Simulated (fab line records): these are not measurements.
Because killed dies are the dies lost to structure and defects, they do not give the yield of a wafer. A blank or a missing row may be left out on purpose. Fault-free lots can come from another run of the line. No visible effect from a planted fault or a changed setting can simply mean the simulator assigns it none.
Which tool is to blame? / flow n5_finfet / route of 1938 steps, sampled at 1 step: 12 lots, 36 wafers

## WHAT THE GAUGES SHOWED, per wafer
N5_BEOL_M10_CD_MEAS_28: the cd target is 70 nm.
lot=L074; measured=day 10 04:47; on=cd_sem-01; cd_nm (nm)=70.5 72.0 71.9
lot=L078; measured=day 10 18:20; on=cd_sem-01; cd_nm (nm)=70.3 71.4 70.3
lot=L080; measured=day 11 04:57; on=cd_sem-02; cd_nm (nm)=70.8 69.9 68.8
lot=L081; measured=day 11 07:41; on=cd_sem-02; cd_nm (nm)=69.4 69.1 70.0
lot=L083; measured=day 12 04:41; on=cd_sem-01; cd_nm (nm)=71.1 68.5 68.8
lot=L085; measured=day 12 10:16; on=cd_sem-01; cd_nm (nm)=69.0 70.0 69.4
lot=L089; measured=day 13 06:22; on=cd_sem-01; cd_nm (nm)=70.6 70.4 70.1
lot=L088; measured=day 13 17:08; on=cd_sem-02; cd_nm (nm)=68.5 69.2 69.8
lot=L091; measured=day 14 00:38; on=cd_sem-03; cd_nm (nm)=71.1 69.1 70.1
lot=L092; measured=day 14 17:11; on=cd_sem-03; cd_nm (nm)=70.3 68.9 69.9
lot=L094; measured=day 15 03:31; on=cd_sem-02; cd_nm (nm)=69.2 71.3 70.4
lot=L097; measured=day 15 22:31; on=cd_sem-02; cd_nm (nm)=67.8 67.8 67.1

## EACH LOT AND THE TOOL THAT RAN IT (in order: tool; ch and the chambers of the sampled wafers; start)
No process step before these readings appears in the record.

## THE ANSWER, worked out from the rows above alone
Rule: usual is defined by the lots themselves. The widest of any qualifying gaps counts: lots, ordered by their means at a reading, are off when they make up no more than a third of the lots, leave a main group of 4 or more, and stand apart from it by 3 or more times the standard deviation of that group's means. The tables above print the reading to a certain number of digits; a main group whose means all agree to those digits is not used. Also off: a lot with no number at a reading for which 4 or more lots have one. The other lots that the step has rows for count as sound.
No lot is off on any of the readings shown, so nothing can be concluded from this.

## WHAT WAS PUT IN BY THE SIMULATOR
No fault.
